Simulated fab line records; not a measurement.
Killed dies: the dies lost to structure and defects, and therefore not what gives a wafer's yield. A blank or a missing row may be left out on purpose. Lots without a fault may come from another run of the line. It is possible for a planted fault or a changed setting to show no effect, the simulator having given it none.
Problem report in the 8D (eight disciplines) form, filled by code + flow nandHarc + the parts of the form that need people (team, actions taken, sign-off) are left out

## 1. THE PROBLEM
killedAtArray at NHARC_END_SORT_01 reads a mean of 674 on 1 wafer of 1 lot; wafers without a fault read 59 with a standard deviation of 21. Measured from the usual mean, that is +29 standard deviations.
Seen first at day 27 11:01 on prober-02, wafer L667.6. The record holds 3 wafers of 1 lot with a number at this step. The rule behind "out" and "out of limits": a value lying over 4 standard deviations away from the usual mean. The other wafers with a number count as sound.

## 2. WHAT IT IS AND WHAT IT IS NOT
| question                    | is                        | is not                                        |
|-----------------------------|---------------------------|-----------------------------------------------|
| which readings at this step | killedAtArray, killedDies | killedAtOther, killedAtPeriphery, killedShort |
| which lots                  | L667                      | -                                             |
| which wafers of those lots  | L667.6                    | L667.1, L667.5                                |
| read on which gauges        | prober-02                 | -                                             |
| when                        | from day 27 11:01         | up to then (2 sound wafers)                   |

## 3. SUSPECTS, AND WHAT RULES EACH OUT
Counting: if a tool at a process step up to the reading ran every lot that is out, it stays a suspect. Sound lots after the first of them don't rule it out here, since some wafers of a struck lot are sound.
- ruled out: the gauge at NHARC_END_SORT_01. All the wafers that are out were read on prober-02, but those of them that NHARC_A_WL_FILL_ETCHBACK_16 has rows for are out there too, on other tools.
- rieDiel-11 at NHARC_A_SLIT_ETCH_15 (etches the open film in O2/COS, target depth 6200 nm, time 1612 s): kept. It ran the lot that is out, L667 (day 22 15:35). Because NHARC_A_SLIT_ETCH_15 lacks a start for some lots, the hours and order of its lots are taken from NHARC_A_SLIT_ETCH_26.
- harEtch-01 at NHARC_A_SLIT_ETCH_26 (etches the open film in C4F8/O2/Ar, time 90 s, target depth 400 nm): kept. It ran the lot that is out, L667 (day 22 15:35).
- aldMetal-02 at NHARC_A_WL_FILL_ALD_02 (deposits TiN, target thk 2 nm, pulse time 3 s, ald cycles 100): kept. It ran the lot that is out, L667 (day 23 00:10).
- rieDiel-13 at NHARC_A_WL_FILL_ETCHBACK_16 (etches the open film in C4F8/O2/Ar, target depth 120 nm, time 24 s): kept. It ran the lot that is out, L667 (day 23 09:51). Out on those wafers are its own readings of oesProductAu.
- In rieDiel-11 at NHARC_A_SLIT_ETCH_15, the wafers that are out were processed in chamber 1 and their sound lot-mates in chambers 2, 3.
- Within harEtch-01 at NHARC_A_SLIT_ETCH_26, the wafers that are out were processed in chamber 0 and their sound lot-mates in chamber 1.
- Within aldMetal-02 at NHARC_A_WL_FILL_ALD_02, the wafers that are out were processed in chamber 0 and their sound lot-mates in chamber 3.
- In rieDiel-13 at NHARC_A_WL_FILL_ETCHBACK_16, the wafers that are out were processed in chamber 0 and their sound lot-mates in chambers 1, 3.
Left after counting: rieDiel-11 at NHARC_A_SLIT_ETCH_15, harEtch-01 at NHARC_A_SLIT_ETCH_26, aldMetal-02 at NHARC_A_WL_FILL_ALD_02, rieDiel-13 at NHARC_A_WL_FILL_ETCHBACK_16.

## 4. THE CAUSE (what the simulator had put in)
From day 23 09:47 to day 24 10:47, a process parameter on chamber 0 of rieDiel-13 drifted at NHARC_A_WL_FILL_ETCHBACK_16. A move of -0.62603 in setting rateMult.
Of the 4 suspects that counting leaves, this tool is one.

## 5. THE EFFECT CHAIN, in route order
Each row: a reading whose mean over the struck wafers that have a number lies more than 3 standard deviations from the usual. Only readings whose record carries a usual standard deviation are examined. hours: median over the lots of the time between each lot's start at the first step of this table that gives one and its start at this step. sigmas: the change, counted in usual standard deviations.
| hours | step                        | reading       | usual      | on struck wafers | change | sigmas |
|-------|-----------------------------|---------------|------------|------------------|--------|--------|
| 0     | NHARC_A_WL_FILL_ETCHBACK_16 | oesProductAu  | 0.994 a.u. | 0.607            | -0.387 | -18    |
| 97    | NHARC_END_SORT_01           | killedAtArray | 59         | 674              | +615   | +29    |
| 97    | NHARC_END_SORT_01           | killedDies    | 64         | 677              | +613   | +29    |
Process steps it contains:
- NHARC_A_WL_FILL_ETCHBACK_16: etches the open film in C4F8/O2/Ar, target depth 120 nm, time 24 s.

## 6. WHAT WOULD HAVE CAUGHT IT SOONER
The first out-of-limits reading at a measuring or inspecting step in this record came at day 27 11:01, 97 hours after the fault's start at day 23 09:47.
At NHARC_A_WL_FILL_ETCHBACK_16, the tool's own readings (oesProductAu) were out on each struck wafer the step has a row for, so an alarm limit on them would have fired on the first such wafer.
The start of NHARC_A_WL_FILL_ETCHBACK_16 on rieDiel-13 came by day 27 11:01 for every one of the lots that are out (1). None of them would have been spared by holding the tool at that moment.
